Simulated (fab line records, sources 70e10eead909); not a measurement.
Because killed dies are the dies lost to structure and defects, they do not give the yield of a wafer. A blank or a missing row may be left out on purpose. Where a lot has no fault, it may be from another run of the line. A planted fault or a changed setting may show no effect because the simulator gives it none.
Matching of chambers | flow nandHarc | rieDiel-01 running NHARC_A_SLIT_ETCH_29: 4 sister chambers
The step etches the open film in CF4/O2, target depth 100 nm, overetch 10 nm, time 55 s. 4 wafers are shown with their chamber, then 11 later ones without.

## EACH WAFER AND ITS CHAMBER
wafer  | chamber | drypumpMotorCurrentA (A)
L085.5 | 3       | 6.7
L085.6 | 2       | 5.3
L088.1 | 1       | 5.5
L092.1 | 0       | 6.3

## WAFERS WHOSE CHAMBER IS MISSING
wafer  | drypumpMotorCurrentA (A)
L092.4 | 5.4
L092.6 | 6.3
L093.2 | 6.3
L093.3 | 5.3
L093.6 | 5.3
L094.3 | 5.3
L094.5 | 5.3
L094.6 | 6.6
L095.2 | 6.3
L095.3 | 6.7
L095.5 | 5.2

## CHAMBER TAKEN BY EACH
wafer  | from the rows above     | in truth
L092.4 | can't be placed: 1 or 2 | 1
L092.6 | 0                       | 0
L093.2 | 0                       | 0
L093.3 | 2                       | 2
L093.6 | 2                       | 2
L094.3 | 2                       | 2
L094.5 | 2                       | 2
L094.6 | 3                       | 3
L095.2 | 0                       | 0
L095.3 | 3                       | 3
L095.5 | 2                       | 2
Correct placement for 10 of the 11. Unplaceable from these rows: 1, with the true chamber sitting among the candidates in 1. 0 placed wrongly.
How it was worked out, from the rows above alone: a wafer's distance from a chamber is the root of the sum, over the readings, of the square of ((its reading less the chamber's mean) divided by the reading's scatter). If the next closest chamber is less than 2 further off than the closest, the wafer can't be placed; otherwise it belongs to the closest. Each chamber's mean is taken over the wafers shown for it. The scatter: root of mean squared gap, hidden wafer to nearest shown wafer, with one shown wafer a chamber.
